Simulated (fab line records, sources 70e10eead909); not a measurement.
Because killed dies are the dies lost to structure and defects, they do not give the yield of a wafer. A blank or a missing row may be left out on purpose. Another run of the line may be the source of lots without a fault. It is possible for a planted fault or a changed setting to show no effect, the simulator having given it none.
Matching of chambers | flow nandHarc | 3 sister chambers for NHARC_A_ONON_D1_DEP_33 on pecvd-01
The step deposits SiO2, target thk 200 nm. 6 wafers are shown with their chamber, then 7 later ones without.

## WAFERS WITH THEIR CHAMBER
wafer  | chamber | throttleValvePct (%) | heaterPowerW (W)
L082.6 | 0       | 16.6                 | 529
L089.1 | 2       | 15.6                 | 540
L089.4 | 2       | 15.4                 | 540
L089.6 | 1       | 16.1                 | 621
L091.4 | 1       | 16.2                 | 607
L091.5 | 0       | 16.6                 | 442

## WAFERS MISSING THEIR CHAMBER
wafer  | throttleValvePct (%) | heaterPowerW (W)
L091.6 | 15.5                 | 509
L092.3 | 15.1                 | 534
L092.4 | 16.6                 | 469
L092.6 | 15.6                 | 415
L094.1 | 16.4                 | 598
L094.2 | 16.3                 | 575
L094.5 | 15.3                 | 539

## WHICH CHAMBER EACH WENT THROUGH
wafer  | from the rows above     | in truth
L091.6 | 2                       | 2
L092.3 | 2                       | 2
L092.4 | 0                       | 0
L092.6 | 2                       | 2
L094.1 | can't be placed: 1 or 0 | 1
L094.2 | 1                       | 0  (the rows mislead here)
L094.5 | 2                       | 2
Correctly placed: 5 of 7. Cannot be placed on the basis of these rows: 1; the candidates contain the true chamber in 1. Placed wrongly: 1.
How it was worked out, from the rows above alone: a wafer's distance from a chamber is the root of the sum, over the readings, of the square of ((its reading less the chamber's mean) divided by the reading's scatter). The wafer belongs to the nearest chamber; if the next one is less than 2 further off, it can't be placed. A chamber's mean is the mean of its shown wafers. The scatter: the root of (the sum of the squares of (reading less its chamber's mean) over the shown wafers, divided by (wafers less chambers)).
